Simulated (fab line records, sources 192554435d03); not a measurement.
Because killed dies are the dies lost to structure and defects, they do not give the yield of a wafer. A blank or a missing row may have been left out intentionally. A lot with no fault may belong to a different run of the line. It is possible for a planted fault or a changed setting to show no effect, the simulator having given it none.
Chamber matching ; flow n5_finfet ; 4 sister chambers for N5_BEOL_M4_VIA_ETCH_34 on rie_diel-01
The step etches the open film in C4F6/O2, target depth 69.4 nm, time 65.9 s. 20 wafers are shown with their chamber, then 10 later ones without.

EACH WAFER AND ITS CHAMBER
wafer;chamber;rf_vpp_V (V);throttle_valve_pct (%);drypump_motor_current_A (A)
L075.2;1;679;30.2;6.0
L075.5;0;659;30.0;5.8
L075.6;1;679;30.2;6.0
L076.2;1;680;30.2;6.0
L076.3;2;651;30.8;5.4
L076.4;3;672;31.0;6.0
L077.2;1;679;30.2;6.0
L077.4;2;651;30.9;5.4
L077.5;0;659;30.0;5.8
L082.1;3;673;31.0;6.0
L082.3;2;652;30.9;5.4
L082.5;1;680;30.2;6.0
L085.1;2;652;30.9;5.4
L085.3;3;672;31.0;6.1
L085.6;3;672;31.0;6.1
L086.1;0;658;30.1;5.8
L086.5;1;678;30.2;5.9
L086.6;0;658;30.1;5.8
L093.3;1;679;30.3;6.0
L093.4;0;659;30.1;5.8

SIGNATURES (averages over the wafers above)
reading;chamber 0;chamber 1;chamber 2;chamber 3;scatter within a chamber
rf_vpp_V;658.60;679.14;651.50;672.25;0.602
throttle_valve_pct;30.060;30.214;30.875;31.000;0.0419
drypump_motor_current_A;5.800;5.986;5.400;6.050;0.0341
Rule: for a wafer and a chamber, the distance is found by dividing, reading by reading, the gap between the wafer's reading and the chamber's mean by the reading's scatter, squaring, summing and taking the root. If the next closest chamber is less than 2 further off than the closest, the wafer can't be placed; otherwise it belongs to the closest. The scatter: the root of (the sum of the squares of (reading less its chamber's mean) over the shown wafers, divided by (wafers less chambers)).

WAFERS WHOSE CHAMBER IS MISSING
wafer;rf_vpp_V (V);throttle_valve_pct (%);drypump_motor_current_A (A)
L093.6;672;31.0;6.0
L094.1;659;30.1;5.8
L094.4;680;30.3;6.0
L094.5;658;30.1;5.8
L091.3;679;30.3;6.0
L091.5;658;30.1;5.8
L091.6;671;31.1;6.0
L097.4;673;31.1;6.0
L097.5;672;31.1;6.0
L097.6;658;30.1;5.8

CHAMBER TAKEN BY EACH
wafer;from the rows above;in truth
L093.6;3;3
L094.1;0;0
L094.4;1;1
L094.5;0;0
L091.3;1;1
L091.5;0;0
L091.6;3;3
L097.4;3;3
L097.5;3;3
L097.6;0;0
10 of 10 placed correctly. Left unplaced by these rows: 0. 0 placed wrongly.
